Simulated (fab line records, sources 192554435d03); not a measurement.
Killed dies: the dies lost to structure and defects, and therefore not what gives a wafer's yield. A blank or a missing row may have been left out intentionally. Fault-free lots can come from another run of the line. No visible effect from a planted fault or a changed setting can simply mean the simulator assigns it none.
Which tool is to blame? -- flow n5 finfet -- Sampling: 11 lots, 33 wafers, 6 of 1938 route steps

## WHAT EACH GAUGE READ, for each wafer
N5_BEOL_M9_THK_MEAS_53: measures by xrf.
lot,measured,on,M9_THK (nm)
L221,day 9 21:31,film metro-02,139.9 135.5 136.6
L222,day 9 21:57,film metro-01,137.3 134.4 135.4
L224,day 10 01:05,film metro-02,136.6 131.4 137.1
L223,day 10 01:22,film metro-01,138.1 137.0 140.1
L225,day 10 10:38,film metro-01,138.3 137.8 137.1
L228,day 10 22:39,film metro-01,137.9 140.9 140.0
L229,day 11 04:52,film metro-02,139.4 137.6 136.4
L240,day 14 07:17,film metro-02,140.1 135.4 138.6
L241,day 14 21:28,film metro-02,138.5 140.4 137.8
L244,day 16 03:01,film metro-01,135.6 135.4 137.5
L243,day 16 04:43,film metro-01,138.4 139.0 137.5

N5_BEOL_M9_RS_MEAS_57: uses a four-point probe to measure.
lot,measured,on,M9_RS (ohm/sq)
L221,day 9 21:39,film metro-02,0.149 0.154 0.152
L222,day 9 22:05,film metro-01,0.153 0.156 0.154
L224,day 10 01:13,film metro-02,0.152 0.159 0.151
L223,day 10 01:31,film metro-01,0.151 0.153 0.150
L225,day 10 10:46,film metro-01,0.152 0.153 0.153
L228,day 10 22:47,film metro-01,0.152 0.147 0.149
L229,day 11 05:01,film metro-02,0.149 0.151 0.153
L240,day 14 07:25,film metro-01,0.150 0.155 0.151
L241,day 14 21:36,film metro-01,0.152 0.150 0.153
L244,day 16 03:09,film metro-02,0.152 0.153 0.151
L243,day 16 04:51,film metro-02,0.150 0.149 0.151

N5_BEOL_M9_INSPECT_58: inspects for defects (darkfield).
lot,measured,on,raw defect count
L221,day 9 21:41,defect inspect-02,127 107 130
L222,day 9 22:07,defect inspect-02,67 42 55
L224,day 10 01:15,defect inspect-01,51 61 111
L223,day 10 01:32,defect inspect-02,59 116 83
L225,day 10 10:47,defect inspect-01,1132 1170 1091
L228,day 10 22:49,defect inspect-01,1087 1130 1178
L229,day 11 05:02,defect inspect-02,1158 1130 1101
L240,day 14 07:26,defect inspect-01,59 91 56
L241,day 14 21:38,defect inspect-01,59 73 75
L244,day 16 03:11,defect inspect-02,81 54 99
L243,day 16 04:53,defect inspect-01,73 82 74

N5_BEOL_M10_INSPECT_13: inspects for defects (brightfield).
lot,measured,on,raw defect count
L221,day 9 22:51,defect inspect-01,463 453 621
L222,day 9 23:49,defect inspect-02,302 334 327
L224,day 10 03:15,defect inspect-01,248 331 338
L223,day 10 03:25,defect inspect-01,350 478 412
L225,day 10 12:43,defect inspect-01,1413 1369 1441
L228,day 11 03:31,defect inspect-01,1285 1377 1407
L229,day 11 07:23,defect inspect-01,1465 1434 1575
L240,day 14 09:57,defect inspect-02,258 432 399
L241,day 14 23:28,defect inspect-02,337 348 350
L244,day 16 04:23,defect inspect-02,541 402 432
L243,day 16 07:19,defect inspect-01,354 373 341

## TOOL THAT RAN EACH LOT (tool first, then ch and the chambers of the sampled wafers, then the start)
lot,N5_BEOL_M9_PRE_CLEAN_45,N5_BEOL_M9_PRE_CLEAN_55
L221,"pvd sputter-02, day 9 19:09","pecvd-02 ch 0,1, day 9 21:34"
L222,"pvd sputter-03, day 9 20:04","pecvd-03 ch 0,1,2, day 9 21:59"
L224,"pvd sputter-03, day 9 23:14","pecvd-02 ch 0,1,2, day 10 01:07"
L223,"pvd sputter-01, day 9 23:30","pecvd-03 ch 0,2, day 10 01:25"
L225,"pvd sputter-02, day 10 09:08","pecvd-03 ch 0,1, day 10 10:40"
L228,"pvd sputter-02, day 10 19:21","pecvd-03 ch 0,1, day 10 22:41"
L229,"pvd sputter-03, day 11 03:26","pecvd-03 ch 1,2, day 11 04:55"
L240,"pvd sputter-03, day 14 05:39","pecvd-01 ch 0,2, day 14 07:19"
L241,"pvd sputter-02, day 14 19:37","pecvd-02 ch 0,1, day 14 21:30"
L244,"pvd sputter-02, day 16 00:47","pecvd-01 ch 0,1,2, day 16 03:03"
L243,"pvd sputter-03, day 16 03:19","pecvd-02 ch 0,1,2, day 16 04:45"
- N5_BEOL_M9_PRE_CLEAN_45: time 30 s.
- N5_BEOL_M9_PRE_CLEAN_55: time 15 s.

## AS READ BY THE TOOLS THEMSELVES (means over the sampled wafers that have a number; for cases with no such wafer, the mark the record gives instead)
N5_BEOL_M9_PRE_CLEAN_45.
lot,tool,heater power w (W),susceptor temp C (C)
L221,pvd sputter-02,343,250.23
L222,pvd sputter-03,320,249.96
L224,pvd sputter-03,323,249.95
L223,pvd sputter-01,310,249.97
L225,pvd sputter-02,339,249.88
L228,pvd sputter-02,338,250.02
L229,pvd sputter-03,334,250.19
L240,pvd sputter-03,357,249.93
L241,pvd sputter-02,351,249.78
L244,pvd sputter-02,349,249.97
L243,pvd sputter-03,282,250.10

## THE ANSWER, worked out from the rows above alone
Rule: the usual values come from the lots themselves. The widest of any qualifying gaps counts: lots, ordered by their means at a reading, are off when they make up no more than a third of the lots, leave a main group of 4 or more, and stand apart from it by 3 or more times the standard deviation of that group's means. Not used: any main group whose means are identical at the precision the tables above print for the reading. Also off: a lot with no number at a reading for which 4 or more lots have one. The other lots that the step has rows for count as sound. Order of review: gauges by route order, followed by the tools' own readings, for which a lot's mean as printed above is used. At the first step where some lot is off, the reading lying furthest off is the one used; lots without a number count as furthest.
Off: L225, L228, L229 (N5_BEOL_M9_INSPECT_58, raw defect count). The main group: mean 79, standard deviation 18.
A tool fits if, at a process step before that reading, it ran every lot that is off, and no sound lot after the first of them. The gauges at N5_BEOL_M9_INSPECT_58 are tried like those tools. One fits: pecvd-03 at N5_BEOL_M9_PRE_CLEAN_55. Its last sound lot is L223 (day 10 01:25), its first lot that is off L225 (day 10 10:40): a fault that began between those two fits.

## WHAT WAS PUT IN BY THE SIMULATOR
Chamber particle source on pecvd-03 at N5_BEOL_M9_PRE_CLEAN_55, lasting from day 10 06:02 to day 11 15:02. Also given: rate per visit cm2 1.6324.
Struck lots among those shown: L225, L228, L229. This agrees with what the rule above found.
